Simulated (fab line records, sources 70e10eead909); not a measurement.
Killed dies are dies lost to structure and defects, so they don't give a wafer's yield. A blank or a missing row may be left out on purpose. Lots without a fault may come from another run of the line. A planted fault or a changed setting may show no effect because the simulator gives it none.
Which tool did it? | flow nand_harc | 11 lots, 33 wafers sampled, at 7 steps of a route of 1302

WHAT THE GAUGES READ, wafer by wafer
NHARC_P_ZERO_WELL_CD_MEAS_11: target cd 500 nm.
lot  | measured     | on        | cd_nm (nm)
L120 | day 2 17:08  | cd_sem-01 | 507 504 507
L122 | day 3 13:07  | cd_sem-02 | 499 501 501
L123 | day 3 23:15  | cd_sem-02 | 496 500 502
L125 | day 4 19:07  | cd_sem-02 | 507 505 506
L127 | day 5 15:16  | cd_sem-01 | 506 503 501
L132 | day 7 17:14  | cd_sem-03 | 504 506 507
L133 | day 8 03:07  | cd_sem-01 | 506 505 502
L135 | day 8 23:14  | cd_sem-03 | 500 497 502
L139 | day 10 15:14 | cd_sem-03 | 496 494 496
L140 | day 11 01:16 | cd_sem-03 | 501 497 497
L141 | day 11 11:11 | cd_sem-01 | 506 502 506

NHARC_P_ZERO_WELL_INSPECT_43.
lot  | measured     | on                | raw_defect_count
L120 | day 2 23:34  | defect_inspect-02 | 7 14 10
L122 | day 3 19:21  | defect_inspect-01 | 16 13 14
L123 | day 4 05:49  | defect_inspect-02 | 35 13 15
L125 | day 5 01:28  | defect_inspect-02 | 6 19 15
L127 | day 5 21:37  | defect_inspect-02 | 13 10 17
L132 | day 7 23:43  | defect_inspect-02 | 6 13 11
L133 | day 8 09:25  | defect_inspect-01 | 960 941 952
L135 | day 9 05:34  | defect_inspect-02 | 981 923 938
L139 | day 10 22:12 | defect_inspect-01 | 11 5 14
L140 | day 11 07:50 | defect_inspect-02 | 14 15 5
L141 | day 11 17:44 | defect_inspect-02 | 6 11 10

NHARC_P_STI_INSPECT_11.
lot  | measured     | on                | raw_defect_count
L120 | day 3 16:33  | defect_inspect-02 | 6 5 7
L122 | day 4 13:46  | defect_inspect-02 | 5 2 4
L123 | day 4 21:41  | defect_inspect-02 | 5 1 5
L125 | day 5 17:08  | defect_inspect-02 | 9 7 5
L127 | day 6 16:45  | defect_inspect-02 | 3 2 8
L132 | day 8 15:20  | defect_inspect-01 | 3 2 2
L133 | day 9 02:17  | defect_inspect-02 | 937 914 924
L135 | day 9 22:05  | defect_inspect-02 | 987 920 934
L139 | day 11 16:41 | defect_inspect-02 | 6 9 6
L140 | day 12 04:51 | defect_inspect-01 | 7 5 3
L141 | day 12 09:05 | defect_inspect-02 | 12 10 8

NHARC_END_SORT_01.
lot  | measured     | on        | killed_at_array | killed_at_other | killed_at_periphery | killed_dies | killed_open | killed_short
L132 | day 29 23:15 | prober-01 | 41 52 33        | 0 0 0           | 1 3 4               | 42 55 37    | 0 6 4       | 1 1 4
L133 | day 29 21:42 | prober-02 | 24 28 45        | 0 1 1           | 68 84 99            | 92 113 145  | 4 6 6       | 2 2 4
L135 | day 30 22:24 | prober-02 | 50 37 34        | 7 2 4           | 72 104 93           | 129 143 131 | 2 7 4       | 2 3 2

WHICH TOOL RAN EACH LOT (tool, then ch and the chambers of the sampled wafers, then the start)
lot  | NHARC_P_ZERO_WELL_ETCH_65          | NHARC_P_ZERO_WELL_ETCH_63        | NHARC_P_STI_ETCH_42
L120 | rie_diel-04 ch 1,2, day 2 17:22    | rie_si-01 ch 1,3, day 2 17:32    | rie_diel-03 ch 0,2,3, day 3 16:47
L122 | rie_diel-04 ch 0,3, day 3 13:22    | rie_si-06 ch 0,1, day 3 13:33    | rie_diel-03 ch 0,3, day 4 13:59
L123 | rie_diel-12 ch 0,1,3, day 3 23:38  | rie_si-04 ch 0,2, day 3 23:49    | rie_diel-11 ch 0,1,3, day 4 21:55
L125 | rie_diel-04 ch 0,1,2, day 4 19:22  | rie_si-04 ch 1,2, day 4 19:32    | rie_diel-09 ch 1,2, day 5 17:22
L127 | rie_diel-05 ch 0,1,3, day 5 15:31  | rie_si-06 ch 0,1,3, day 5 15:41  | rie_diel-11 ch 0,2,3, day 6 16:58
L132 | rie_diel-05 ch 1,3, day 7 17:29    | rie_si-06 ch 0,2,3, day 7 17:40  | rie_diel-09 ch 1,2,3, day 8 15:34
L133 | rie_diel-04 ch 1,2,3, day 8 03:27  | rie_si-06 ch 0,1,2, day 8 03:37  | rie_diel-03 ch 0,2,3, day 9 02:30
L135 | rie_diel-05 ch 0,2,3, day 8 23:29  | rie_si-06 ch 0,2,3, day 8 23:39  | rie_diel-11 ch 0,2,3, day 9 22:18
L139 | rie_diel-04 ch 0,1,2, day 10 15:29 | rie_si-01 ch 0,1, day 10 15:40   | rie_diel-03 ch 2,3, day 11 16:54
L140 | rie_diel-05 ch 0,1,2, day 11 01:32 | rie_si-01 ch 0,1,3, day 11 01:44 | rie_diel-09 ch 0,1,2, day 12 05:04
L141 | rie_diel-12 ch 0,2,3, day 11 11:28 | rie_si-04 ch 0,3, day 11 11:38   | rie_diel-11 ch 1,2, day 12 09:18
- NHARC_P_ZERO_WELL_ETCH_65: etches the open film in N2/H2, target depth 80 nm, overetch 24 nm, time 87.88 s.
- NHARC_P_ZERO_WELL_ETCH_63: etches the open film in HBr/Cl2, target depth 120 nm, time 40.1 s.
- NHARC_P_STI_ETCH_42: etches the open film in N2/H2, target depth 80 nm, overetch 24 nm, time 61 s.

WHAT THE TOOLS THEMSELVES READ (means of the sampled wafers that have a number; where no wafer has one, the mark that the record gives instead)
NHARC_P_ZERO_WELL_ETCH_65.
lot  | tool        | drypump_motor_current_A (A) | oes_product_au (a.u.) | rf_vpp_V (V) | showerhead_plenum_p_Torr (Torr) | throttle_valve_pct (%)
L120 | rie_diel-04 | 5.78                        | 1.007                 | 434.4        | 2.15                            | 14.177
L122 | rie_diel-04 | 5.67                        | 1.020                 | 430.8        | 2.06                            | 14.174
L123 | rie_diel-12 | 5.75                        | 0.995                 | 429.6        | 2.02                            | 14.184
L125 | rie_diel-04 | 5.92                        | 1.001                 | 433.3        | 2.13                            | 14.167
L127 | rie_diel-05 | 5.75                        | 1.001                 | 428.4        | 1.99                            | 14.171
L132 | rie_diel-05 | 5.96                        | 0.995                 | 429.4        | 1.96                            | 14.168
L133 | rie_diel-04 | 5.78                        | 1.011                 | 431.8        | 2.11                            | 14.167
L135 | rie_diel-05 | 5.74                        | 0.983                 | 429.8        | 2.01                            | 14.167
L139 | rie_diel-04 | 5.92                        | 1.002                 | 432.0        | 2.12                            | 14.167
L140 | rie_diel-05 | 5.86                        | 0.999                 | 428.5        | 1.99                            | 14.174
L141 | rie_diel-12 | 5.74                        | 0.986                 | 429.4        | 2.00                            | 14.177

NHARC_P_ZERO_WELL_ETCH_63.
lot  | tool      | drypump_motor_current_A (A) | oes_product_au (a.u.) | throttle_valve_pct (%)
L120 | rie_si-01 | 5.6                         | 1.016                 | 26.408
L122 | rie_si-06 | 5.4                         | 1.003                 | 26.403
L123 | rie_si-04 | 6.2                         | 0.997                 | 26.409
L125 | rie_si-04 | 5.1                         | 0.998                 | 26.411
L127 | rie_si-06 | 5.3                         | 0.995                 | 26.407
L132 | rie_si-06 | 5.4                         | 1.001                 | 26.403
L133 | rie_si-06 | 5.5                         | 0.998                 | 26.400
L135 | rie_si-06 | 5.3                         | 0.996                 | 26.404
L139 | rie_si-01 | 5.9                         | 1.009                 | 26.399
L140 | rie_si-01 | 5.6                         | 1.016                 | 26.398
L141 | rie_si-04 | 5.4                         | 0.991                 | 26.398

NHARC_P_STI_ETCH_42.
lot  | tool        | drypump_motor_current_A (A) | oes_product_au (a.u.) | rf_vpp_V (V) | showerhead_plenum_p_Torr (Torr) | throttle_valve_pct (%)
L120 | rie_diel-03 | 5.6                         | 0.998                 | 428.6        | 1.96                            | 14.168
L122 | rie_diel-03 | 5.8                         | 1.000                 | 427.6        | 1.94                            | 14.168
L123 | rie_diel-11 | 5.6                         | 1.022                 | 430.3        | 2.02                            | 14.180
L125 | rie_diel-09 | 5.4                         | 1.005                 | 434.3        | 2.18                            | 14.177
L127 | rie_diel-11 | 5.8                         | 1.014                 | 430.0        | 2.01                            | 14.166
L132 | rie_diel-09 | 5.6                         | 0.986                 | 434.1        | 2.18                            | 14.173
L133 | rie_diel-03 | 5.6                         | 0.990                 | 427.7        | 1.95                            | 14.169
L135 | rie_diel-11 | 5.8                         | 1.009                 | 429.0        | 2.01                            | 14.167
L139 | rie_diel-03 | 5.7                         | 0.982                 | 428.1        | 1.94                            | 14.174
L140 | rie_diel-09 | 5.5                         | 0.985                 | 433.5        | 2.13                            | 14.175
L141 | rie_diel-11 | 5.6                         | 1.000                 | 429.5        | 2.02                            | 14.166

THE ANSWER, worked out from the rows above alone
Rule: what is usual is taken from the lots themselves. Put in order of their means at a reading, lots are off if they are a third of the lots or fewer, leave a main group of 4 or more, and stand apart from it by a gap of 3 or more times the standard deviation of the main group's means; of several such gaps the widest counts. A main group whose means are all the same, to the digits that the tables above print for the reading, isn't used. A lot without any number at a reading at which 4 lots or more have one is off too. The other lots that the step has rows for count as sound. The gauges are gone through in route order, then the tools' own readings, and for those a lot's mean is taken as printed above. The first step at which some lot is off is used, and at that step the reading that is off furthest; a lot without a number counts as furthest.
Off: L133, L135, at NHARC_P_ZERO_WELL_INSPECT_43 (raw_defect_count). The main group: mean 13, standard deviation 3.5.
A tool fits if, at a process step before that reading, it ran every lot that is off, and no sound lot after the first of them. The gauges at NHARC_P_ZERO_WELL_INSPECT_43 are tried like those tools. One fits: rie_si-06 at NHARC_P_ZERO_WELL_ETCH_63. Its last sound lot is L132 (day 7 17:40), its first lot that is off L133 (day 8 03:37): a fault that began between those two fits.

WHAT THE SIMULATOR HAD PUT IN
Chamber particle source: rie_si-06, from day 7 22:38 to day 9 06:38, at NHARC_P_ZERO_WELL_ETCH_63. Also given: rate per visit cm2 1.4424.
Lots struck among those shown: L133, L135. The rule above found the same.
